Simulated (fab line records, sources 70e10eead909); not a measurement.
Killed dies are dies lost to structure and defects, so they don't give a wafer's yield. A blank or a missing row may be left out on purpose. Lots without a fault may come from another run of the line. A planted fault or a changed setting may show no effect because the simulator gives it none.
A struck lot beside a sound one | flow nand_harc | 43 steps out of a route of 1302
Sound: wafers L538.1, L538.3, L538.4. Struck: wafers L546.3, L546.5, L546.6. The cause comes at the end.
At each step with rows: each side's tool, then ch and its chambers, then its first start. Under that, the readings that differ: sound wafers | struck wafers | difference of the means | sigmas: that difference in standard deviations of wafers without a fault.
alike: readings whose means differ by less than 2 such deviations, and words and numbers that are the same on both sides. not compared: withheld readings, readings that some wafer has no value for, bounds like >300 that may hide the same value, and numbers for which the record gives no deviation and whose values overlap.
The two part at a step that has a row with sigmas, a row that says differs or no value, or rows on one side only. Numbers that don't overlap but have no deviation are shown without sigmas and don't part them. A reading that every wafer of one side lacks parts them only if that side has two wafers or more.

first, 7 steps without rows for these wafers: NHARC_A_CONTACT_COAT_62 (time 65 s); NHARC_A_CONTACT_COAT_63 (resist thk 90 nm); NHARC_A_CONTACT_SOFTBAKE_64 (time 55 s); NHARC_A_CONTACT_EBR_65; NHARC_A_CONTACT_EXPOSE_66 (exposes mask A CC 2); NHARC_A_CONTACT_PEB_67 (peb time 65 s); NHARC_A_CONTACT_DEVELOP_68 (develop time 35 s).
NHARC_A_CONTACT_CD_MEAS_69: target cd 300 nm.
  sound on cd_sem-01 ch 0, day 21 17:46; struck on cd_sem-01 ch 0, day 25 00:32
  reading    | sound             | struck            | difference | sigmas
  cd_nm (nm) | 299.7 298.8 299.0 | 300.9 300.5 300.5 | +1.5       | +2
NHARC_A_CONTACT_OVL_MEAS_70:
  sound on overlay-01, day 21 17:51; struck on overlay-02, day 25 00:37
  alike: overlay_x_nm, overlay_y_nm
NHARC_A_CONTACT_INSPECT_71:
  sound on defect_inspect-01, day 21 17:53; struck on defect_inspect-01, day 25 00:40
  alike: raw_defect_count
NHARC_A_CONTACT_DESCUM_74: chemistry O2, time 3 s.
  sound on rie_diel-05 ch 0,1,2, day 21 17:57; struck on rie_diel-03 ch 0,2,3, day 25 00:44
  alike: drypump_motor_current_A, oes_product_au, rf_vpp_V, showerhead_plenum_p_Torr, throttle_valve_pct
  not compared: rf_hours_counter_h
then, 1 step without rows for these wafers: NHARC_A_CONTACT_ETCH_75 (etches the open film in CF4, target depth 39 nm, time 65 s).
NHARC_A_CONTACT_ETCH_76: etches the open film in N2/H2, target depth 260 nm, time 475.3 s.
  sound on rie_diel-05 ch 1,2,3, day 21 18:07; struck on rie_diel-03 ch 0,3, day 25 01:04
  alike: drypump_motor_current_A, n2_flow_sccm, oes_product_au, rf_fwd_power_W, rf_vpp_V, showerhead_plenum_p_Torr, throttle_valve_pct
  not compared: rf_hours_counter_h
then, 1 step without rows for these wafers: NHARC_A_CONTACT_ETCH_77 (etches the open film in CF4/CHF3, target depth 108.9 nm, time 54.5 s).
NHARC_A_CONTACT_ETCH_78: etches the open film in O2/COS, target depth 5300 nm, time 1378 s.
  sound on rie_diel-05 ch 0,1,2; struck on rie_diel-03 ch 0,1,2
  reading                | sound                | struck               | difference | sigmas
  throttle_valve_pct (%) | 28.313 28.326 28.307 | 28.339 28.342 28.334 | +0.023     | +2
  alike: drypump_motor_current_A, oes_product_au, rf_fwd_power_W, rf_vpp_V, showerhead_plenum_p_Torr
  not compared: rf_hours_counter_h
then, 1 step without rows for these wafers: NHARC_A_CONTACT_ETCH_124 (etches the open film in C4F8/O2/Ar, time 140 s, target depth 700 nm).
NHARC_A_CONTACT_ETCH_125: etches the open film in C4F8/O2/Ar, time 197 s, target depth 1918 nm.
  sound on har_cap_etch-02 ch 0,1, day 21 19:41; struck on har_cap_etch-01 ch 0,1, day 25 02:39
  not compared: rf_hours_counter_h
then, 6 steps without rows for these wafers: NHARC_A_CONTACT_ETCH_126 (etches the open film in C4F8/O2/Ar, time 197 s, target depth 1918 nm); NHARC_A_CONTACT_ETCH_127 (etches the open film in C4F8/O2/Ar, time 197 s, target depth 1918 nm); NHARC_A_CONTACT_ETCH_128 (etches the open film in C4F8/O2/Ar, time 197 s, target depth 1918 nm); NHARC_A_CONTACT_ETCH_129 (etches the open film in C4F8/O2/Ar, time 197 s, target depth 1918 nm); NHARC_A_CONTACT_ETCH_130 (etches the open film in C4F8/O2/Ar, time 197 s, target depth 1918 nm); NHARC_A_CONTACT_ETCH_131 (etches the open film in C4F8/O2/Ar, time 197 s, target depth 1918 nm).
NHARC_A_CONTACT_ETCH_132: etches the open film in C4F8/O2/Ar, time 197 s, target depth 1924 nm.
  sound on har_cap_etch-02 ch 0,1, day 21 20:55; struck on har_cap_etch-01 ch 0,1, day 25 03:53
  not compared: rf_hours_counter_h
NHARC_A_CONTACT_ETCH_133: etches the open film in C4F8/O2/Ar, time 374 s, target depth 1610 nm.
  sound on har_cap_etch-02 ch 0,1, day 21 21:05; struck on har_cap_etch-01 ch 0,1, day 25 04:09
  not compared: rf_hours_counter_h
then, 2 steps without rows for these wafers: NHARC_A_CONTACT_ETCH_91 (etches the open film in CH3F/O2, target depth 40 nm, time 85.7 s); NHARC_A_CONTACT_ETCH_97 (etches the open film in C4F6/O2, target depth 20 nm, time 10 s).
NHARC_A_CONTACT_CD_MEAS_80:
  sound on cd_sem-03, day 21 22:06; struck on cd_sem-03, day 25 05:12
  alike: cd_nm
then, 14 steps without rows for these wafers: NHARC_A_CONTACT_STRIP_103 (strips in N2/H2); NHARC_A_CONTACT_STRIP_104 (strips in CF4/CHF3); NHARC_A_CONTACT_STRIP_105 (strips in O2/COS); NHARC_A_CONTACT_ETCH_106 (etches the open film in CF4/O2, target depth 90 nm, overetch 9 nm, time 49.5 s); NHARC_A_CONTACT_STRIP_82 (strips in O2); NHARC_A_CONTACT_STRIP_83 (strips in post etch residue remover, time 600 s); NHARC_A_CONTACT_DEP_84 (deposits aC, target thk 2800 nm); NHARC_A_CONTACT_DEP_85 (deposits SiON, target thk 60 nm); NHARC_A_CONTACT_DEHYDRATE_00 (time 120 s); NHARC_A_CONTACT_HMDS_01 (time 30 s); NHARC_A_CONTACT_COAT_86 (time 75 s); NHARC_A_CONTACT_COAT_87 (time 65 s); NHARC_A_CONTACT_COAT_02 (resist thk 90 nm); NHARC_A_CONTACT_SOFTBAKE_03 (time 55 s).
-- the record jumps here: 2 days lie between the struck wafers' starts before and after (it left off in module A_CONTACT and takes up again in module END, whose first step shown is number 1302 of the route) --
NHARC_END_SORT_01:
  sound on prober-02 ch 0, day 24 03:25; struck on prober-02 ch 0, day 27 15:06
  reading         | sound    | struck      | difference | sigmas
  killed_at_array | 70 60 70 | 136 122 151 | +70        | +3
  killed_dies     | 72 62 74 | 140 124 154 | +70        | +3
  alike: killed_at_other, killed_at_periphery, killed_open, killed_short

WHERE THEY PART
First at NHARC_A_CONTACT_CD_MEAS_69; last, within this record, at NHARC_END_SORT_01.

WHY: what the simulator had put in
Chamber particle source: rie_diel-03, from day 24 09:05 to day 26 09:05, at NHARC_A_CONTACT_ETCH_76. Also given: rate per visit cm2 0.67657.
